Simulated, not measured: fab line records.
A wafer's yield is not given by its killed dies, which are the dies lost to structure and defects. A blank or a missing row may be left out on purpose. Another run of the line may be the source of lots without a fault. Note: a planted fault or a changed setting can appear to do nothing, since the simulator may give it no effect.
Chamber matching / flow n5Finfet / N5_BEOL_M0_STRIP_140 on rieDiel-01: 4 sister chambers
The step strips in CF4. 8 wafers are shown with their chamber, then 7 later ones without.

## EACH WAFER AND ITS CHAMBER
wafer=L074.4; chamber=1; showerheadPlenumPTorr (Torr)=1.81; drypumpMotorCurrentA (A)=6.1
wafer=L074.5; chamber=1; showerheadPlenumPTorr (Torr)=1.81; drypumpMotorCurrentA (A)=6.1
wafer=L075.4; chamber=3; showerheadPlenumPTorr (Torr)=1.78; drypumpMotorCurrentA (A)=5.3
wafer=L078.1; chamber=2; showerheadPlenumPTorr (Torr)=1.84; drypumpMotorCurrentA (A)=6.3
wafer=L078.2; chamber=0; showerheadPlenumPTorr (Torr)=1.81; drypumpMotorCurrentA (A)=5.4
wafer=L078.6; chamber=0; showerheadPlenumPTorr (Torr)=1.81; drypumpMotorCurrentA (A)=5.5
wafer=L080.2; chamber=2; showerheadPlenumPTorr (Torr)=1.84; drypumpMotorCurrentA (A)=6.4
wafer=L080.3; chamber=3; showerheadPlenumPTorr (Torr)=1.77; drypumpMotorCurrentA (A)=5.3

## WAFERS MISSING THEIR CHAMBER
wafer=L080.4; showerheadPlenumPTorr (Torr)=1.81; drypumpMotorCurrentA (A)=5.5
wafer=L084.1; showerheadPlenumPTorr (Torr)=1.80; drypumpMotorCurrentA (A)=6.1
wafer=L084.2; showerheadPlenumPTorr (Torr)=1.83; drypumpMotorCurrentA (A)=6.3
wafer=L084.5; showerheadPlenumPTorr (Torr)=1.80; drypumpMotorCurrentA (A)=6.1
wafer=L094.1; showerheadPlenumPTorr (Torr)=1.80; drypumpMotorCurrentA (A)=5.5
wafer=L094.3; showerheadPlenumPTorr (Torr)=1.79; drypumpMotorCurrentA (A)=6.1
wafer=L094.6; showerheadPlenumPTorr (Torr)=1.79; drypumpMotorCurrentA (A)=6.1

## EACH ONE'S CHAMBER
wafer=L080.4; from the rows above=0; in truth=0
wafer=L084.1; from the rows above=1; in truth=1
wafer=L084.2; from the rows above=2; in truth=2
wafer=L084.5; from the rows above=1; in truth=1
wafer=L094.1; from the rows above=0; in truth=0
wafer=L094.3; from the rows above=1; in truth=1
wafer=L094.6; from the rows above=1; in truth=1
Correct placement for 7 of the 7. Not placeable from these rows: 0. Number placed wrongly: 0.
How it was worked out, from the rows above alone: a wafer's distance from a chamber is the root of the sum, over the readings, of the square of ((its reading less the chamber's mean) divided by the reading's scatter). If the next closest chamber is less than 2 further off than the closest, the wafer can't be placed; otherwise it belongs to the closest. The mean given for a chamber averages the wafers shown for that chamber. How the scatter is found: for the shown wafers, subtract from each reading the mean of its chamber, square and add these, divide the total by (wafers less chambers), then take the root.
